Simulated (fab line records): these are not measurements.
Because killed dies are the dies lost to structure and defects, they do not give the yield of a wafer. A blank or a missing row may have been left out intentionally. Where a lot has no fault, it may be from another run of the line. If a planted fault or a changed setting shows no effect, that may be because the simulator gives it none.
Struck lot and sound lot, side by side | flow n5_finfet | 38 steps out of a route of 1938
Sound: these wafers, L939.1, L939.3, L939.4. Wafers L936.1, L936.3, L936.6 were the ones struck. The cause is named last.
Each step with rows lists, per side, the tool, then ch with its chambers, then its first start. Under that, the readings that differ: sound wafers | struck wafers | difference of the means | sigmas: that difference in standard deviations of wafers without a fault.
alike: a reading whose means differ by less than 2 such deviations, as well as words and numbers matching on both sides. not compared: withheld readings; readings where some wafer has no value; bounds like >300 that might hide an equal value; numbers whose values overlap and for which the record gives no deviation.
A row with sigmas, a row that says differs or no value, or rows on one side alone: a step with any of these is where the two part. When numbers do not overlap yet have no deviation, they are printed without sigmas and do not part them. Lack of a reading on every wafer of one side parts them only where that side has two or more wafers.

first, 9 steps without rows for these wafers: N5_BEOL_M6_DESCUM_33 (chemistry O2, time 7 s); N5_BEOL_M6_ETCH_72 (etches underlayer in N2/H2, target depth 6.5 nm, time 5.2 s); N5_BEOL_M6_ETCH_65 (etches SiARC in CF4, target depth 15.6 nm, time 26 s); N5_BEOL_M6_ETCH_66 (etches SOC in N2/H2, target depth 80 nm, overetch 16 nm, time 120 s); N5_BEOL_M6_STRIP_69 (strips in N2/H2); N5_BEOL_M6_STRIP_73 (strips in N2/H2); N5_BEOL_M6_VIA_ETCH_34 (etches SiCOH lowk in C4F6/O2, target depth 126.3 nm, time 50.9 s); N5_BEOL_M6_STRIP_76 (strips in C4F6/O2); N5_BEOL_M6_STRIP_36 (strips in N2/H2).
N5_BEOL_M6_TRENCH_ETCH_37: etches SiCOH lowk in C4F6/O2, target depth 94.435 nm, time 31.5 s.
  sound on rie_diel-01 ch 0,2,3, day 10 22:31; struck on rie_diel-06 ch 0,2, day 9 23:56
  reading                             | sound             | struck            | difference | sigmas
  oes_f_703_au (a.u.)                 | 0.75 0.72 0.84    | 0.63 0.57 0.63    | -0.16      | -3
  rf_fwd_power_W (W)                  | 338.0 343.1 337.3 | 277.1 277.6 276.6 | -62.4      | -33
  rf_vpp_V (V)                        | 658 666 674       | 747 720 744       | +71        | +8
  model.BEOL_M6.feature_depth_nm (nm) | 92.8 94.2 95.6    | 88.8 87.4 88.8    | -5.9       |
  model.etch.depth_nm (nm)            | 92.79 94.1 95.67  | 88.89 87.39 88.82 | -5.82      |
  alike: drypump_motor_current_A, oes_product_au, showerhead_plenum_p_Torr, throttle_valve_pct
  not compared: rf_hours_counter_h
then, 2 steps without rows for these wafers: N5_BEOL_M6_ETCH_41 (etches SiCN in CH3F/O2, target depth 29.7 nm, time 52 s); N5_BEOL_M6_STRIP_80 (strips in N2/H2, time 10 s).
N5_BEOL_M6_OCD_MEAS_38:
  sound: ocd-01 at day 10 22:40; struck: ocd-01 at day 10 00:05
  reading              | sound          | struck         | difference | sigmas
  trench_depth_nm (nm) | 92.8 93.9 95.7 | 88.7 87.4 88.3 | -6.0       | -4
then, 13 steps without rows for these wafers: N5_BEOL_M6_HM_STRIP_39 (strips TiN in peroxide tin strip, target depth 25 nm, time 158 s); N5_BEOL_M6_SRD_40 (time 30 s); N5_BEOL_M6_PRECLEAN_42 (cleans in residue remover, time 60 s); N5_BEOL_M6_SRD_43 (time 30 s); N5_BEOL_M6_CURE_75 (cures SiCOH lowk, time 120 s); N5_BEOL_M6_DEGAS_44 (time 60 s); N5_BEOL_M6_PRE_CLEAN_45 (time 30 s); N5_BEOL_M6_ALD_77 (deposits TaN, target thk 2 nm, pulse time 2 s, purge time 3 s); N5_BEOL_M6_SURFACE_TREAT_79; N5_BEOL_M6_CVD_78 (deposits Co from CCTBA/H2, target thk 2 nm, time 142.3 s); N5_BEOL_M6_SPUTTER_48 (material Cu, target thk 10 nm, time 1.667 s); N5_BEOL_M6_ECD_50 (material Cu, target thk 300 nm); N5_BEOL_M6_ANNEAL_51 (time 90 s).
N5_BEOL_M6_CMP_52: polishes, stops on SiCOH lowk, t overpolish 6.9 s, target thk 80 nm.
  sound on cmp-02 ch 1,2,3, day 11 01:04; struck on cmp-03 ch 1,3, day 10 02:19
  reading                                | sound        | struck         | difference | sigmas
  model.Cu_of_BEOL_M6_ECD_50.thk_nm (nm) | 78.8 80 81.8 | 72.4 70.6 72.4 | -8.4       |
  alike: barrier_field_endpoint_s, motor_current_A, overpolish_run_s, time_to_endpoint_s
N5_BEOL_M6_THK_MEAS_53: measures by xrf.
  sound: film_metro-02 at day 11 01:22; struck: film_metro-02 at day 10 02:34
  reading     | sound          | struck         | difference | sigmas
  M6_THK (nm) | 79.5 81.4 82.7 | 72.8 70.9 72.9 | -9.0       | -4
then, 2 steps without rows for these wafers: N5_BEOL_M6_PRE_CLEAN_55 (time 15 s); N5_BEOL_M6_DEP_56 (deposits SiCN from 3MS/NH3, target thk 10 nm, time 17.5 s).
N5_BEOL_M6_RS_MEAS_57: a four-point-probe measurement.
  sound: film_metro-01 at day 11 01:30; struck: film_metro-01 at day 10 02:41
  reading        | sound             | struck            | difference | sigmas
  M6_RS (ohm/sq) | 0.291 0.286 0.279 | 0.321 0.332 0.322 | +0.040     | +5
then, 5 steps without rows for these wafers: N5_BEOL_M7_ILD_DEP_00 (deposits SiCOH lowk from DEMS/porogen, target thk 179.75 nm, time 33.4 s); N5_BEOL_M7_CURE_74 (cures SiCOH lowk, time 240 s); N5_BEOL_M7_PECVD_70 (deposits SiO2 from TEOS/O2, target thk 20 nm, time 22.7 s); N5_BEOL_M7_HM_DEP_02 (deposits TiN, target thk 20 nm); N5_BEOL_M7_COAT_59 (time 60 s, resist thk 100 nm).
-- the record jumps here: 3 days lie between the struck wafers' starts before and after (it left off in module BEOL_M7 and takes up again in module BEOL_M15, whose first step shown is number 1830 of the route) --
N5_BEOL_M15_RC_MEAS_101:
  sound on prober-02 ch 0, day 14 02:11; struck on prober-01 ch 0, day 12 22:05
  reading          | sound                   | struck                  | difference | sigmas
  COMB_M10 (S/m)   | 2.1e-11 2.6e-11 2.4e-11 | 1.9e-11 1.2e-11 1.3e-11 | -9.0e-12   | -3
  SERP_M6 (ohm/um) | 14.0 14.0 13.8          | 15.6 15.6 15.5          | +1.6       | +3
  SERP_M8 (ohm/um) | 15.2 14.6 14.4          | 14.5 13.2 13.0          | -1.2       | -2
  alike: etest_temp_c, COMB_M11, COMB_M12, COMB_M13, COMB_M14, COMB_M15, COMB_M5, COMB_M6, COMB_M7, COMB_M8, COMB_M9, COMB_M9_max_site, SERP_M10, SERP_M11, SERP_M12, SERP_M13, SERP_M13_max_site, SERP_M14, SERP_M5, SERP_M7, SERP_M7_max_site, SERP_M9, SERP_M9_max_site
N5_PASSIVATION_PROBE_49:
  rows exist in the record for the sound wafers here (prober-02, day 14 14:40), none for the struck ones

== WHERE THEY PART ==
First at N5_BEOL_M6_TRENCH_ETCH_37; last, within this record, at N5_PASSIVATION_PROBE_49.

WHY: the cause the simulator had injected
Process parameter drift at N5_BEOL_M6_TRENCH_ETCH_37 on rie_diel-06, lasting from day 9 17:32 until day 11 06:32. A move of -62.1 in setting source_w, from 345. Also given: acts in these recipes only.
